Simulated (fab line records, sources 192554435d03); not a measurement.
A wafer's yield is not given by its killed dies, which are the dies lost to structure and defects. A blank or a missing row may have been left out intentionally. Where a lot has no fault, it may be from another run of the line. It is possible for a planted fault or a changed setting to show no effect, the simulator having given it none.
What tool caused it? -- flow n5_finfet -- Sampling: 9 lots, 27 wafers, 4 of 1938 route steps

WHAT THE GAUGES SHOWED, per wafer
N5_BEOL_M4_OCD_MEAS_38.
lot,measured,on,trench_depth_nm (nm)
L113,day 8 13:56,ocd-02,55.7 55.3 53.9
L115,day 9 10:52,ocd-02,56.6 55.2 52.5
L116,day 9 21:10,ocd-01,54.6 53.1 54.1
L120,day 10 22:23,ocd-01,57.0 55.6 55.6
L121,day 11 01:47,ocd-01,54.3 52.5 55.6
L125,day 12 01:14,ocd-02,54.3 57.3 56.6
L126,day 12 05:59,ocd-02,57.0 53.4 55.5
L128,day 12 15:23,ocd-01,54.6 56.0 55.6
L130,day 13 06:13,ocd-02,56.0 55.5 52.8

WHAT TOOL EACH LOT RAN ON (gives the tool, then ch and the chambers of the sampled wafers, and finally the start)
lot,N5_BEOL_M4_ETCH_77,N5_BEOL_M4_TRENCH_ETCH_37,N5_BEOL_M4_STRIP_97
L113,"rie_diel-02 ch 0,1,3, day 8 12:01","rie_diel-03 ch 0,2, day 8 13:47","rie_diel-03 ch 0,2, day 8 13:56 or earlier"
L115,"rie_diel-02 ch 1,2,3, day 9 09:26","rie_diel-02 ch 0,2,3, day 9 10:43","rie_diel-02 ch 0,2,3, day 9 10:52 or earlier"
L116,"rie_diel-06 ch 0,1,2, day 9 20:01","rie_diel-03 ch 2,3, day 9 21:01","rie_diel-03 ch 2,3, day 9 21:10 or earlier"
L120,"rie_diel-03 ch 1,3, day 10 13:19","rie_diel-02 ch 1,2,3, day 10 22:14","rie_diel-02 ch 1,2,3, day 10 22:23 or earlier"
L121,"rie_diel-03 ch 1,3, day 10 14:59","rie_diel-02 ch 0,1,2, day 11 01:38","rie_diel-02 ch 0,1,2, day 11 01:47 or earlier"
L125,"rie_diel-02 ch 0,1, day 11 23:57","rie_diel-02 ch 1,3, day 12 01:04","rie_diel-02 ch 1,3, day 12 01:14 or earlier"
L126,"rie_diel-02 ch 0,1,3, day 12 02:37","rie_diel-06 ch 0,2,3, day 12 05:50","rie_diel-06 ch 0,2,3, day 12 05:59 or earlier"
L128,"rie_diel-03 ch 0,1,3, day 12 14:32","rie_diel-06 ch 1,3, day 12 15:14","rie_diel-06 ch 1,3, day 12 15:23 or earlier"
L130,"rie_diel-02 ch 1,3, day 13 00:50","rie_diel-06 ch 0,1,2, day 13 06:04","rie_diel-06 ch 0,1,2, day 13 06:13 or earlier"
- N5_BEOL_M4_ETCH_77: etches underlayer in N2/H2, target depth 6.5 nm, time 5.2 s.
- N5_BEOL_M4_TRENCH_ETCH_37: etches SiOC in C4F6/O2, target depth 55.555 nm, time 29.2 s.
- N5_BEOL_M4_STRIP_97: strips in N2/H2, time 10 s.

THE ANSWER, worked out from the rows above alone
Rule: usual is defined by the lots themselves. Put in order of their means at a reading, lots are off if they are a third of the lots or fewer, leave a main group of 4 or more, and stand apart from it by a gap of 3 or more times the standard deviation of the main group's means; of several such gaps the widest counts. The tables above print the reading to a certain number of digits; a main group whose means all agree to those digits is not used. A lot without any number at a reading at which 4 lots or more have one is off too. Any other lot the step has rows for is counted as sound.
None of the lots is off at any reading shown; this tells nothing.

WHAT WAS PUT IN BY THE SIMULATOR
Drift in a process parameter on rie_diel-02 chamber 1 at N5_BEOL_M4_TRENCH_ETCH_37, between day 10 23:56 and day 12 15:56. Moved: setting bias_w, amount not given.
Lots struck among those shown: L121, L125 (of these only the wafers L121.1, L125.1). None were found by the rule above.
